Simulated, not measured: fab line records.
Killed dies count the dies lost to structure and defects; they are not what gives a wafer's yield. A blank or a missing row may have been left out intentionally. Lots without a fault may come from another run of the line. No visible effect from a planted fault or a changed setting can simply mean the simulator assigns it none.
A struck lot beside a sound one -- flow n5Finfet -- 16 out of 1938 route steps
Sound: these wafers, L916.2, L916.3, L916.5. Struck: wafers L930.2, L930.4 (left out: L930.1, a lot-mate that was not struck); the cause follows at the end.
For every step that has rows: the tool of each side, followed by ch and its chambers, followed by its first start. Under that, the readings that differ: sound wafers -- struck wafers -- difference of the means -- sigmas: that difference in standard deviations of wafers without a fault.
alike: same words and numbers on both sides, and readings whose means sit less than 2 such deviations apart. not compared: any withheld reading, any reading some wafer has no value for, any bound like >300 that may hide the same value, and any number with overlapping values for which the record gives no deviation.
Wherever a step has rows on one side only, a row that says differs or no value, or a row with sigmas, the two part there. Numbers that don't overlap but have no deviation are shown without sigmas and don't part them. Lack of a reading on every wafer of one side parts them only where that side has two or more wafers.

first, 4 steps without rows for these wafers: N5_MOL_CONTACT_COAG_SOFTBAKE_35 (time 60 s); N5_MOL_CONTACT_COAG_EXPOSE_37 (exposes mask VD, defocus 0 nm); N5_MOL_CONTACT_COAG_PEB_38 (peb time 60 s); N5_MOL_CONTACT_COAG_DEVELOP_39 (develop time 30 s).
N5_MOL_CONTACT_COAG_CD_MEAS_40: target cd 25.1 nm.
  sound on cdSem-03 ch 0, day 5 08:54; struck on cdSem-01 ch 0, day 8 20:15
  alike: cdNm
N5_MOL_CONTACT_COAG_OVL_MEAS_41:
  sound on overlay-02 ch 0, day 5 08:56; struck on overlay-02 ch 0, day 8 20:17
  alike: VD_OVL
N5_MOL_CONTACT_COAG_INSPECT_42: inspects for defects (brightfield).
  struck on defectInspect-01, day 8 20:20; sound on defectInspect-02, day 5 08:59
  alike: rawDefectCount
N5_MOL_CONTACT_COAG_DESCUM_45: chemistry O2, time 7 s.
  sound on rieDiel-02 ch 0,2, day 5 09:01; struck on rieDiel-04 ch 1,3, day 8 20:36
  alike: drypumpMotorCurrentA, oesProductAu, rfVppV, showerheadPlenumPTorr, throttleValvePct
  not compared: rfHoursCounterH
N5_MOL_CONTACT_COAG_ETCH_65: etches underlayer in N2/H2, target depth 13 nm, time 10.4 s.
  sound on rieDiel-02 ch 0,2, day 5 09:04; struck on rieDiel-04 ch 1,3, day 8 20:38
  alike: biasW, drypumpMotorCurrentA, etchRfOnTimeS, n2FlowSccm, oesProductAu, rfVppV, showerheadPlenumPTorr, throttleValvePct
  not compared: rfHoursCounterH
N5_MOL_CONTACT_COAG_ETCH_66: etches SiARC in CF4, target depth 13 nm, time 21.7 s.
  sound on rieDiel-02 ch 0,2, day 5 09:05; struck on rieDiel-04 ch 1,3, day 8 20:39
  alike: biasW, drypumpMotorCurrentA, etchRfOnTimeS, oesProductAu, rfVppV, showerheadPlenumPTorr, throttleValvePct
  not compared: rfHoursCounterH
N5_MOL_CONTACT_COAG_ALD_133: deposits SiO2, target thk 5 nm, pulse time 1 s, co reactant pulse time 1 s.
  sound on aldSin-01 ch 0,2,3, day 5 09:36; struck on aldSin-01 ch 1,2, day 8 22:07
  alike: heaterPowerW, precursorPulseHeightRel
N5_MOL_CONTACT_COAG_ETCHBACK_134: etches SiO2 in CHF3, target depth 10 nm, time 6.7 s.
  sound on rieDiel-02 ch 0,2, day 5 09:47; struck on rieDiel-02 ch 0,2, day 8 22:18
  alike: biasW, drypumpMotorCurrentA, oes_ar_750_au, oesProductAu, rfVppV, showerheadPlenumPTorr, throttleValvePct
  not compared: rfHoursCounterH
N5_MOL_CONTACT_COAG_ETCH_67: etches SOC in N2/H2, target depth 60 nm, overetch 21 nm, time 101.2 s.
  sound on rieDiel-02 ch 0,2, day 5 09:49; struck on rieDiel-02 ch 0,2, day 8 22:20
reading,sound,struck,difference,sigmas
model.SiARC_of_MOL_CONTACT_COAG_COAT_63.thkNm (nm),6 5.8 6,6.8 6.8,+0.9,
  alike: biasW, drypumpMotorCurrentA, n2FlowSccm, oesProductAu, rfVppV, showerheadPlenumPTorr, throttleValvePct
  not compared: rfHoursCounterH
then, 1 step without rows for these wafers: N5_MOL_CONTACT_COAG_STRIP_68 (strips in N2/H2).
-- record jumps: 3 days separate the struck wafers' starts on either side; left off in module MOL_CONTACT_COAG, taken up again in module BEOL_M4, whose first shown step is the route's number 1111 --
N5_BEOL_M4_RC_MEAS_101:
  sound on prober-02 ch 0, day 8 11:28; struck on prober-01 ch 0, day 11 19:10
  alike: DIBL_N, DIBL_P, IOFF_N, IOFF_P, ION_N, ION_P, SS_N, SS_P, VT_N, VT_P
-- the record jumps here: 4 days lie between the struck wafers' starts before and after (it left off in module BEOL_M4 and takes up again in module PASSIVATION, whose first step shown is number 1936 of the route) --
N5_PASSIVATION_PROBE_49:
  struck on prober-02, day 15 18:25; sound on prober-02, day 12 20:32
reading,sound,struck,difference,sigmas
killedAtContacts,6 13 13,29 108,+58,+10
sort_bin_5_function (%),5.6 6.4 5.1,6.6 13.1,+4.1,+4
  alike: defectLimitedYield, killed_at_M0_to_M3, killed_at_M4_up, killedAtFrontEnd, killedAtOther, killedDies, killedOnRim, killedOpen, killedShort, sort_bin_4_leakage, sort_bin_6_memory, sortNPass, sortYieldPct

WHERE THEY PART
At N5_PASSIVATION_PROBE_49 and nowhere else, as far as this record goes.

WHY: what had been put in by the simulator
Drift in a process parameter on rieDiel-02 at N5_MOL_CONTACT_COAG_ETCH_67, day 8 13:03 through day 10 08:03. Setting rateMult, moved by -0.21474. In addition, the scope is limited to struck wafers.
